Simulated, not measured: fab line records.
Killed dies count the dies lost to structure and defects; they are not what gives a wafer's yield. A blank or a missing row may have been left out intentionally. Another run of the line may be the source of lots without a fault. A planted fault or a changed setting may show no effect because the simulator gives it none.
Chamber matching	flow n5-finfet	N5_STI_FIN_REVEAL_ETCH_34 on rie-si-03: 4 sister chambers
The step etches Si in H2, material Si, target depth 0.97 nm. 22 wafers are shown with their chamber, then 11 later ones without.

== EACH WAFER AND ITS CHAMBER ==
wafer	chamber	throttle-valve-pct (%)	drypump-motor-current-A (A)	oes-product-au (a.u.)
L074.1	2	26.1	6.0	1.023
L074.2	0	26.5	5.7	0.966
L074.3	1	25.2	5.1	1.000
L074.4	3	25.6	6.0	0.985
L074.5	3	25.6	6.0	0.994
L074.6	0	26.5	5.7	0.971
L076.1	2	26.1	6.1	1.035
L076.4	0	26.5	5.7	0.977
L076.6	2	26.1	6.1	1.035
L077.1	2	26.1	6.0	1.039
L077.2	0	26.5	5.7	0.972
L077.3	3	25.6	6.0	0.987
L077.4	1	25.2	5.1	1.002
L077.5	1	25.2	5.1	0.993
L077.6	2	26.1	6.1	1.028
L080.1	0	26.5	5.7	0.962
L080.2	2	26.1	6.0	1.030
L080.3	3	25.5	6.0	0.990
L083.1	0	26.5	5.7	0.971
L083.3	1	25.2	5.1	1.001
L083.6	2	26.1	6.0	1.044
L085.4	3	25.5	6.0	0.977

SIGNATURES (means of the wafers above)
reading	chamber 0	chamber 1	chamber 2	chamber 3	scatter within a chamber
throttle-valve-pct	26.500	25.200	26.100	25.560	0.0258
drypump-motor-current-A	5.700	5.100	6.043	6.000	0.0309
oes-product-au	0.96983	0.99900	1.03343	0.98660	0.00598
Rule: a wafer lies at a distance from a chamber equal to the root of the sum of squares, over the readings, of (its reading less the chamber's mean, divided by the reading's scatter). If the next closest chamber is less than 2 further off than the closest, the wafer can't be placed; otherwise it belongs to the closest. The scatter is the square root of a quotient: the sum, over the shown wafers, of each reading's squared deviation from its chamber's mean, divided by wafers minus chambers.

== WAFERS WITH NO CHAMBER GIVEN ==
wafer	throttle-valve-pct (%)	drypump-motor-current-A (A)	oes-product-au (a.u.)
L085.5	25.6	6.0	0.983
L085.6	26.1	6.0	1.024
L088.1	25.2	5.1	0.985
L088.2	26.1	6.0	1.032
L088.3	25.5	6.0	0.982
L089.1	25.2	5.1	0.986
L089.3	26.5	5.7	0.964
L089.4	25.6	6.0	0.980
L096.2	26.2	6.1	1.022
L096.3	25.2	5.1	0.985
L096.5	26.1	6.0	1.027

== WHICH CHAMBER EACH WENT THROUGH ==
wafer	from the rows above	in truth
L085.5	3	3
L085.6	2	2
L088.1	1	1
L088.2	2	2
L088.3	3	3
L089.1	1	1
L089.3	0	0
L089.4	3	3
L096.2	2	2
L096.3	1	1
L096.5	2	2
11 of 11 placed correctly. From these rows, 0 cannot be placed. 0 placed wrongly.
